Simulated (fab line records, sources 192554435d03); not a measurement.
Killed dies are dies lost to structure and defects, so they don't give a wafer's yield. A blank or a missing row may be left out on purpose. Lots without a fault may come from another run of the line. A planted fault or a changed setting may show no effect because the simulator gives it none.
A struck lot beside a sound one | flow n5_finfet | 16 steps out of a route of 1938
Sound: wafers L657.1, L657.3, L657.5. Struck: wafers L666.1, L666.6. (L666.3 of the same lot was not struck and is left out.) The cause comes at the end.
At each step with rows: each side's tool, then ch and its chambers, then its first start. Under that, the readings that differ: sound wafers | struck wafers | difference of the means | sigmas: that difference in standard deviations of wafers without a fault.
alike: readings whose means differ by less than 2 such deviations, and words and numbers that are the same on both sides. not compared: withheld readings, readings that some wafer has no value for, bounds like >300 that may hide the same value, and numbers for which the record gives no deviation and whose values overlap.
The two part at a step that has a row with sigmas, a row that says differs or no value, or rows on one side only. Numbers that don't overlap but have no deviation are shown without sigmas and don't part them. A reading that every wafer of one side lacks parts them only if that side has two wafers or more.

first, 6 steps without rows for these wafers: N5_MOL_CONTACT_COAG_COAT_34 (resist thk 40 nm); N5_MOL_CONTACT_COAG_EBR_36; N5_MOL_CONTACT_COAG_SOFTBAKE_35 (time 60 s); N5_MOL_CONTACT_COAG_EXPOSE_37 (exposes mask VD, defocus 0 nm); N5_MOL_CONTACT_COAG_PEB_38 (peb time 60 s); N5_MOL_CONTACT_COAG_DEVELOP_39 (develop time 30 s).
N5_MOL_CONTACT_COAG_CD_MEAS_40: target cd 25.1 nm.
  sound on cd_sem-03 ch 0, day 6 01:55; struck on cd_sem-03 ch 0, day 8 10:44
  alike: cd_nm
N5_MOL_CONTACT_COAG_OVL_MEAS_41:
  sound on overlay-01 ch 0, day 6 01:57; struck on overlay-01 ch 0, day 8 10:46
  alike: VD_OVL
N5_MOL_CONTACT_COAG_INSPECT_42: inspects for defects (brightfield).
  sound on defect_inspect-02, day 6 02:01; struck on defect_inspect-01, day 8 10:50
  alike: raw_defect_count
N5_MOL_CONTACT_COAG_DESCUM_45: chemistry O2, time 7 s.
  sound on rie_diel-03 ch 1,3, day 6 02:28; struck on rie_diel-05 ch 0, day 8 11:01
  alike: drypump_motor_current_A, oes_product_au, rf_vpp_V, showerhead_plenum_p_Torr, throttle_valve_pct
  not compared: rf_hours_counter_h
N5_MOL_CONTACT_COAG_ETCH_65: etches underlayer in N2/H2, target depth 13 nm, time 10.4 s.
  sound on rie_diel-03 ch 1,3, day 6 02:30; struck on rie_diel-05 ch 0, day 8 11:03
  reading                | sound             | struck      | difference | sigmas
  throttle_valve_pct (%) | 18.12 18.35 18.14 | 17.70 17.67 | -0.52      | -2
  alike: bias_w, drypump_motor_current_A, etch_rf_on_time_s, oes_product_au, rf_vpp_V, showerhead_plenum_p_Torr
  not compared: rf_hours_counter_h
N5_MOL_CONTACT_COAG_ETCH_66: etches SiARC in CF4, target depth 13 nm, time 21.7 s.
  sound on rie_diel-03 ch 1,3, day 6 02:31; struck on rie_diel-05 ch 0, day 8 11:04
  alike: bias_w, drypump_motor_current_A, etch_rf_on_time_s, oes_product_au, rf_vpp_V, showerhead_plenum_p_Torr, throttle_valve_pct
  not compared: rf_hours_counter_h
N5_MOL_CONTACT_COAG_ALD_133: deposits SiO2, target thk 5 nm, pulse time 1 s, co reactant pulse time 1 s.
  sound on ald_sin-03 ch 0,1,2, day 6 03:02; struck on ald_sin-03 ch 3, day 8 11:09
  reading              | sound              | struck      | difference | sigmas
  susceptor_temp_C (C) | 99.99 100.00 99.83 | 97.79 97.62 | -2.23      | -19
  alike: heater_power_w, precursor_pulse_height_rel
N5_MOL_CONTACT_COAG_ETCHBACK_134: etches SiO2 in CHF3, target depth 10 nm, time 6.7 s.
  sound on rie_diel-05 ch 1,3, day 6 03:17; struck on rie_diel-05 ch 0,2, day 8 11:23
  alike: bias_w, drypump_motor_current_A, oes_product_au, rf_vpp_V, showerhead_plenum_p_Torr, throttle_valve_pct
  not compared: rf_hours_counter_h
-- the record jumps here: 3 days lie between the struck wafers' starts before and after (it left off in module MOL_CONTACT_COAG and takes up again in module BEOL_M4, whose first step shown is number 1111 of the route) --
N5_BEOL_M4_RC_MEAS_101:
  sound on prober-01 ch 0, day 8 12:38; struck on prober-02 ch 0, day 11 02:17
  alike: DIBL_N, DIBL_P, IOFF_N, IOFF_P, ION_N, ION_P, SS_N, SS_P, VT_N, VT_P
-- the record jumps here: 4 days lie between the struck wafers' starts before and after (it left off in module BEOL_M4 and takes up again in module PASSIVATION, whose first step shown is number 1936 of the route) --
N5_PASSIVATION_PROBE_49:
  the record has rows for the struck wafers here (prober-01, day 15 05:41) and none for the sound ones

WHERE THEY PART
First at N5_MOL_CONTACT_COAG_ETCH_65; last, within this record, at N5_PASSIVATION_PROBE_49.

WHY: what the simulator had put in
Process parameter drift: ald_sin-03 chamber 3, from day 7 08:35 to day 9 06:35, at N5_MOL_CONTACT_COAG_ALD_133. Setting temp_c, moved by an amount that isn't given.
